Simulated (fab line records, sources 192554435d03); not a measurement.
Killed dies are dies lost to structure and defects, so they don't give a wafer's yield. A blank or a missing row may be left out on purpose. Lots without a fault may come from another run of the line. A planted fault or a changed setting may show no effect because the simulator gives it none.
fab line records | flow n5_finfet
record lots=5 wafers=15 last_day=17
route steps=1938 shown BEOL_M12@1611
lots that met no fault: from a run of the same line without faults
start_h: hours from the record's first day to the start of the lot's first wafer shown | wait_h: hours since the lot's step before | " the same as in the row above | L1.1+2: a row that stands for several wafers | - no value, or no start given | * or withheld: withheld | < > ~ a bound
route shown NAME@n: a module of which the file shows steps, and the number in the route of the first | usual: mean/standard deviation of fault-free wafers | same: alike in all rows | chamber/n: place in a boat | sites: the reading at each site | _std_site: their standard deviation | _edge_site: outer sites' mean less inner sites' | radius_mm: how far each site lies from the wafer's centre | mask NAME#n: copy n | behind: the tool/chamber that last shaped the wafer | hold: why the lot was held/for how many hours/how that ended | device: the transistor (n, p or np) that didn't switch | end of line: the same wafers' tests at the end of the route | a step without rows: its recipe alone | killed: dies lost to structure and defects at the first sort, not the wafer's yield | map: a wafer's dies, x killed, . not, _ none there
set.NAME: the setting as run; set.NAME@STEP: as run at that earlier step | model.NAME: the simulator's own value behind a step, which no gauge read
lots at some steps of the route; a table a step, a row a wafer
services: from which hour (start_h, from the record's first day; less than 0 if before it) a tool's chamber was out of use, for how many hours, and why
## steps
# step N5_BEOL_M12_HARDBAKE_14
# recipe temp_c=130 time_s=120
# step N5_BEOL_M12_CD_MEAS_10
# recipe target_cd_nm=140 landing_energy_ev=500 detector=se_inlens polarity=opening
# usual cd_nm=139.8/1.5
# same landing_energy_ev=500
# columns lot.wafer tool chamber start_h wait_h cd_nm
L454.1 cd_sem-03 0 252.26 - 139.4
L454.4 " 0 " " 140.4
L454.6 " 0 " " 139.4
L457.2 cd_sem-01 0 262.06 - 138.7
L457.3 " 0 " " 139.3
L457.6 " 0 " " 138.2
L465.1 cd_sem-03 0 307.91 - 140.3
L465.4 " 0 " " 140.2
L465.6 " 0 " " 139.6
L469.3 cd_sem-03 0 330.53 - 141.3
L469.5 " 0 " " 140.5
L469.6 " 0 " " 139.5
L473.3 cd_sem-03 0 369.33 - 141.2
L473.4 " 0 " " 139.2
L473.6 " 0 " " 140.8
# step N5_BEOL_M12_OVL_MEAS_11
# recipe points_per_wafer=44
# usual V11_OVL=1/5.6
# columns lot.wafer tool chamber start_h wait_h V11_OVL[nm]
L454.1 overlay-02 0 252.29 0.0 -9
L454.4 " 0 " " -12
L454.6 " 0 " " -6
L457.2 overlay-02 0 262.09 0.0 1
L457.3 " 0 " " 0
L457.6 " 0 " " 4
L465.1 overlay-02 0 307.95 0.0 -4
L465.4 " 0 " " 2
L465.6 " 0 " " 7
L469.3 overlay-01 0 330.56 0.0 10
L469.5 " 0 " " 2
L469.6 " 0 " " 9
L473.3 overlay-02 0 369.36 0.0 5
L473.4 " 0 " " 7
L473.6 " 0 " " 1
# step N5_BEOL_M12_INSPECT_12
# recipe mode=adi inspect_instrument=macro
# usual raw_defect_count=2.2/1.5
# columns lot.wafer tool chamber start_h wait_h raw_defect_count
L454.1 defect_inspect-02 - 252.31 0.0 2
L454.4 " - " " 1
L454.6 " - " " 0
L457.2 defect_inspect-02 - 262.11 0.0 2
L457.3 " - " " 3
L457.6 " - " " 1
L465.1 defect_inspect-01 - 307.97 0.0 4
L465.4 " - " " 1
L465.6 " - " " 3
L469.3 defect_inspect-01 - 330.58 0.0 2
L469.5 " - " " 3
L469.6 " - " " 2
L473.3 defect_inspect-01 - 369.38 0.0 1
L473.4 " - " " 2
L473.6 " - " " 2
# step N5_BEOL_M12_DESCUM_15
# recipe chemistry=O2 time_s=7.9 source_power_w=50 bias_power_w=20 pressure_mtorr=20 rf_frequency_hz=2.712e+07 temp_c=40 o2_flow_sccm=225
# usual drypump_motor_current_A=5.6/0.44 oes_product_au=0.79/0.093 rf_vpp_V=243.1/1.4 showerhead_plenum_p_Torr=2.10/0.083 throttle_valve_pct=20.40/0.18
# columns lot.wafer tool chamber start_h wait_h drypump_motor_current_A oes_product_au rf_hours_counter_h rf_vpp_V showerhead_plenum_p_Torr throttle_valve_pct
L454.1 rie_diel-03 2 252.35 0.0 6.1 0.71 198 241.1 2.00 20.53
L454.4 " 1 " " 5.3 0.91 35 244.6 2.16 20.62
L454.6 " 1 " " 5.3 0.89 - 244.6 2.16 20.62
L457.2 rie_diel-06 3 262.14 0.0 6.5 0.69 229 242.6 1.98 20.36
L457.3 " 2 " " 5.6 0.89 31 244.5 2.23 20.22
L457.6 " 2 " " 5.6 0.88 - 245.0 2.23 20.22
L465.1 rie_diel-05 0 308.11 0.1 5.7 0.68 237 241.7 2.05 20.56
L465.4 " 1 " " 5.2 0.70 232 243.0 2.06 20.50
L465.6 " 3 " " 5.2 0.84 - 241.2 2.03 20.55
L469.3 rie_diel-06 1 330.61 0.0 5.4 0.72 192 242.0 2.07 20.21
L469.5 " 2 " " 5.6 0.85 - 245.9 2.22 20.24
L469.6 " 0 " " 5.0 0.90 - 244.6 2.16 20.50
L473.3 rie_diel-05 2 369.42 0.0 5.7 0.70 255 243.1 2.15 20.20
L473.4 " 3 " " 5.2 0.82 - 241.7 2.02 20.59
L473.6 " 0 " " 5.7 0.95 - 244.0 2.05 20.21
# step N5_BEOL_M12_ETCH_59
# recipe chemistry=N2/H2 target=BARC target_depth_a=890 overetch_a=267 time_s=67.9 ion_energy_ev=200 pressure_mtorr=30 source_w=840 bias_w=150 n2_flow_sccm=200 h2_flow_sccm=200
# usual drypump_motor_current_A=5.6/0.44 oes_product_au=0.68/0.076 rf_vpp_V=523.8/2.7 showerhead_plenum_p_Torr=2.54/0.097 throttle_valve_pct=17.78/0.19
# columns lot.wafer tool chamber start_h wait_h drypump_motor_current_A oes_product_au rf_hours_counter_h rf_vpp_V showerhead_plenum_p_Torr throttle_valve_pct
L454.1 rie_diel-03 2 252.38 0.0 6.2 0.61 198 521.3 2.43 18.09
L454.4 " 1 " " 5.3 0.76 35 524.2 2.59 17.96
L454.6 " 1 " " 5.3 0.76 - 525.5 2.59 17.95
L457.2 rie_diel-06 3 262.18 0.0 6.4 0.60 229 518.4 2.40 17.84
L457.3 " 2 " " 5.7 0.76 31 528.7 2.71 17.59
L457.6 " 2 " " 5.6 0.76 - 526.6 2.71 17.60
L465.1 rie_diel-05 0 308.14 0.0 5.7 0.59 237 523.1 2.50 17.97
L465.4 " 1 " " 5.2 0.60 232 524.4 2.51 18.05
L465.6 " 3 " " 5.2 0.71 - 522.0 2.47 17.98
L469.3 rie_diel-06 1 330.65 0.0 5.4 0.62 192 524.2 2.51 17.56
L469.5 " 2 " " 5.6 0.74 - 528.9 2.70 17.64
L469.6 " 0 " " 5.0 0.77 - 525.2 2.59 17.74
L473.3 rie_diel-05 2 369.45 0.0 5.6 0.59 255 524.6 2.60 17.66
L473.4 " 3 " " 5.2 0.68 - 521.8 2.46 18.02
L473.6 " 0 " " 5.7 0.81 - 522.9 2.49 17.60
# step N5_BEOL_M12_VIA_ETCH_16
# recipe chemistry=C4F8/O2/Ar target=SiOC pressure_mtorr=30 source_w=3000 bias_w=700 Ar_flow_sccm=400 C4F8_flow_sccm=15 O2_flow_sccm=8 he_inner_torr=15 he_outer_torr=30 target_depth_a=7248 time_s=withheld ion_energy_ev=250 ends=cleared
# usual drypump_motor_current_A=5.6/0.44 oes_product_au=0.72/0.085 rf_vpp_V=665/3.5 showerhead_plenum_p_Torr=3.41/0.11 throttle_valve_pct=24.10/0.18
# columns lot.wafer tool chamber start_h wait_h drypump_motor_current_A oes_product_au rf_vpp_V showerhead_plenum_p_Torr throttle_valve_pct
L454.1 rie_diel-03 2 252.44 0.0 6.2 0.64 662 3.26 24.23
L454.4 " 1 " " 5.3 0.81 667 3.47 24.21
L454.6 " 1 " " 5.3 0.80 668 3.47 24.20
L457.2 rie_diel-06 3 262.23 0.0 6.4 0.62 662 3.26 24.20
L457.3 " 2 " " 5.6 0.80 671 3.60 23.86
L457.6 " 2 " " 5.8 0.80 671 3.60 23.85
L465.1 rie_diel-05 0 308.20 0.0 5.7 0.62 663 3.37 24.29
L465.4 " 1 " " 5.2 0.63 664 3.37 24.26
L465.6 " 3 " " 5.2 0.76 663 3.33 24.38
L469.3 rie_diel-06 1 330.70 0.0 5.4 0.64 665 3.38 23.86
L469.5 " 2 " " 5.7 0.77 671 3.58 23.89
L469.6 " 0 " " 5.1 0.81 667 3.48 24.11
L473.3 rie_diel-05 2 369.50 0.0 5.6 0.63 667 3.52 24.00
L473.4 " 3 " " 5.2 0.73 663 3.32 24.41
L473.6 " 0 " " 5.7 0.87 664 3.36 24.00
# step N5_BEOL_M12_STRIP_63
# recipe chemistry=N2/H2 power_w=1000 temp_c=250 h2_frac=0.65 overash_fraction=0.3 pressure_mtorr=1000 n2_flow_sccm=1750 h2_flow_sccm=3250
# usual drypump_motor_current_A=5.40/0.16 heater_power_w=342/35 oes_product_au=0.693/0.0046 strip_time_to_endpoint_s=42.6/0.86
# columns lot.wafer tool chamber start_h wait_h drypump_motor_current_A heater_power_w oes_product_au rf_hours_counter_h strip_time_to_endpoint_s
L454.1 plasma_asher-01 0 252.64 - 5.19 333 0.682 74 42.4
L454.4 " 1 " " 5.60 378 0.696 - 40.7
L454.6 " 1 " " 5.61 381 0.686 - 41.0
L457.2 plasma_asher-01 0 262.43 - 5.18 321 0.692 76 42.4
L457.3 " 1 " " 5.57 373 0.690 - 42.7
L457.6 " 0 " " 5.17 325 0.694 - 42.9
L465.1 plasma_asher-01 1 308.40 - 5.62 368 0.693 85 42.5
L465.4 " 0 " " 5.17 322 0.704 - 41.6
L465.6 " 1 " " 5.59 378 0.689 - 41.5
L469.3 plasma_asher-01 1 330.92 - 5.56 381 0.696 - 42.8
L469.5 " 0 " " 5.17 323 0.702 - 43.9
L469.6 " 1 " " 5.57 375 0.700 - 42.1
L473.3 plasma_asher-02 1 369.72 - 5.30 296 0.693 - 42.6
L473.4 " 0 " " 5.52 376 0.686 - 42.3
L473.6 " 0 " " 5.50 373 0.691 - 41.2
# step N5_BEOL_M12_STRIP_64
# recipe chemistry=N2/H2 power_w=1000 temp_c=250 h2_frac=0.65 overash_fraction=0.3 pressure_mtorr=withheld n2_flow_sccm=1750 h2_flow_sccm=3250
# usual drypump_motor_current_A=5.40/0.16 heater_power_w=343/36 oes_product_au=0.715/0.0044 strip_time_to_endpoint_s=31.32/0.078
# columns lot.wafer tool chamber start_h wait_h drypump_motor_current_A heater_power_w oes_product_au rf_hours_counter_h strip_time_to_endpoint_s
L454.1 plasma_asher-01 0 252.70 0.0 5.16 326 0.715 75 31.29
L454.4 " 1 " " 5.55 375 0.713 - 31.17
L454.6 " 1 " " 5.57 369 0.715 - 31.29
L457.2 plasma_asher-01 0 262.49 0.0 5.18 327 0.713 76 31.39
L457.3 " 1 " " 5.59 387 0.724 - 31.41
L457.6 " 0 " " 5.19 339 0.716 - 31.33
L465.1 plasma_asher-01 1 308.46 0.0 5.61 370 0.713 86 31.31
L465.4 " 0 " " 5.19 328 0.716 - 31.22
L465.6 " 1 " " 5.57 380 0.720 - 31.31
L469.3 plasma_asher-01 1 330.98 0.0 5.57 372 0.722 - 31.42
L469.5 " 0 " " 5.19 325 0.712 - 31.40
L469.6 " 1 " " 5.55 384 0.708 - 31.29
L473.3 plasma_asher-02 1 369.78 0.0 5.31 294 0.712 - 31.38
L473.4 " 0 " " 5.52 380 0.714 - 31.32
L473.6 " 0 " " 5.53 371 0.716 - 31.27
# step N5_BEOL_M12_STRIP_71
# recipe chemistry=post_etch_residue_remover time_s=60 temp_c=25 remover_ph=withheld remover_water_wt_pct=withheld remover_fluoride_wt_pct=withheld
# step N5_BEOL_M12_SRD_72
# recipe time_s=30 temp_c=23 rinse_liquid=diw dry=n2_spin spin_rpm=1500 dry_time_s=30
# step N5_BEOL_M12_CD_MEAS_17
# recipe target_cd_nm=140 polarity=opening
# usual cd_nm=140.1/1.7
# columns lot.wafer tool chamber start_h wait_h cd_nm
L454.1 cd_sem-03 - 252.84 0.0 139.4
L454.4 " - " " 140.6
L454.6 " - " " 141.0
L457.2 cd_sem-03 - 262.64 0.0 138.5
L457.3 " - " " 138.5
L457.6 " - " " 138.3
L465.1 cd_sem-03 - 308.64 0.0 140.8
L465.4 " - " " 141.4
L465.6 " - " " 139.6
L469.3 cd_sem-02 - 331.11 0.0 142.3
L469.5 " - " " 141.0
L469.6 " - " " 140.4
L473.3 cd_sem-03 - 369.91 0.0 139.7
L473.4 " - " " 138.2
L473.6 " - " " 141.2
# step N5_BEOL_M12_COAT_65
# recipe resist=SOC temp_c=250 time_s=60 spin_rpm=1500 resist_thk_nm=300
# usual plate_temp_C=249.98/0.17 resist_line_temp_C=23.01/0.11 spin_speed_rpm=1499.9/1
# columns lot.wafer tool chamber start_h wait_h plate_temp_C resist_line_temp_C spin_speed_rpm model.SOC_of_BEOL_M12_COAT_65.thk_nm
L454.1 litho_track-04 0 252.88 0.0 249.98 23.07 1500.3 298
L454.4 " 0 " " 249.49 23.14 1501.3 299.4
L454.6 " 0 " " 249.93 22.97 1500.4 299
L457.2 litho_track-05 0 262.67 0.0 250.00 22.94 1500.9 297.8
L457.3 " 0 " " 250.07 22.89 1500.2 298.8
L457.6 " 0 " " 250.12 22.81 1500.5 298.6
L465.1 litho_track-04 0 308.68 0.0 250.14 22.90 1449.7 304
L465.4 " 0 " " 250.15 22.98 1450.5 304.6
L465.6 " 0 " " 250.20 22.88 1448.9 304.6
L469.3 litho_track-02 0 331.14 0.0 249.93 23.11 1499.8 301.2
L469.5 " 0 " " 249.86 23.10 1500.0 300.8
L469.6 " 0 " " 250.12 23.15 1497.6 300.8
L473.3 litho_track-02 0 369.95 0.0 249.90 23.29 1500.1 300
L473.4 " 0 " " 250.02 22.87 1499.2 300.8
L473.6 " 0 " " 249.92 23.09 1500.2 300.6
# step N5_BEOL_M12_COAT_66
# recipe resist=SiARC temp_c=220 time_s=60 spin_rpm=1500 resist_thk_nm=110
## services
# columns tool chamber start_h hours kind
plasma_asher-02 - 247.42 3.9 repair
rie_diel-06 3 249.82 7.8 repair
rie_diel-06 1 268.25 3.5 repair
litho_track-04 - 273.91 - consumable_replace:filter
rie_diel-05 1 280.42 2.5 repair
litho_track-05 - 315.80 - consumable_replace:filter
rie_diel-06 3 326.48 - clean
rie_diel-06 3 326.48 - consumable_replace:focus_ring
rie_diel-06 3 326.48 - consumable_replace:showerhead
rie_diel-06 3 326.48 11.6 scheduled_down
rie_diel-06 3 326.48 11.6 vent_cycle
rie_diel-05 0 343.60 - clean
rie_diel-05 0 343.60 - consumable_replace:focus_ring
rie_diel-05 0 343.60 13.6 scheduled_down
rie_diel-05 0 343.60 13.6 vent_cycle
plasma_asher-01 - 354.46 7.5 repair
rie_diel-05 1 357.20 - clean
rie_diel-05 1 357.20 - consumable_replace:focus_ring
rie_diel-05 1 357.20 21.8 scheduled_down
rie_diel-05 1 357.20 21.8 vent_cycle
## key
first_sign step=N5_BEOL_M12_COAT_65 reading=spin_speed_rpm direction=down sigmas=48 usual=* struck=*
effect none on later readings
model_effect step=N5_BEOL_M12_COAT_65 value=SOC_of_BEOL_M12_COAT_65.thk_nm without=299.4 struck=304.4
met_at N5_BEOL_M12_COAT_65
struck_wafers L465.1,L465.4,L465.6
onset_between 252.88 308.68
fault kind=process_parameter_drift tool=litho_track-04 chamber=- onset_h=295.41 steps=N5_BEOL_M12_COAT_65 channel=spin_rpm offset=* shape=step acts_in=* stated=*
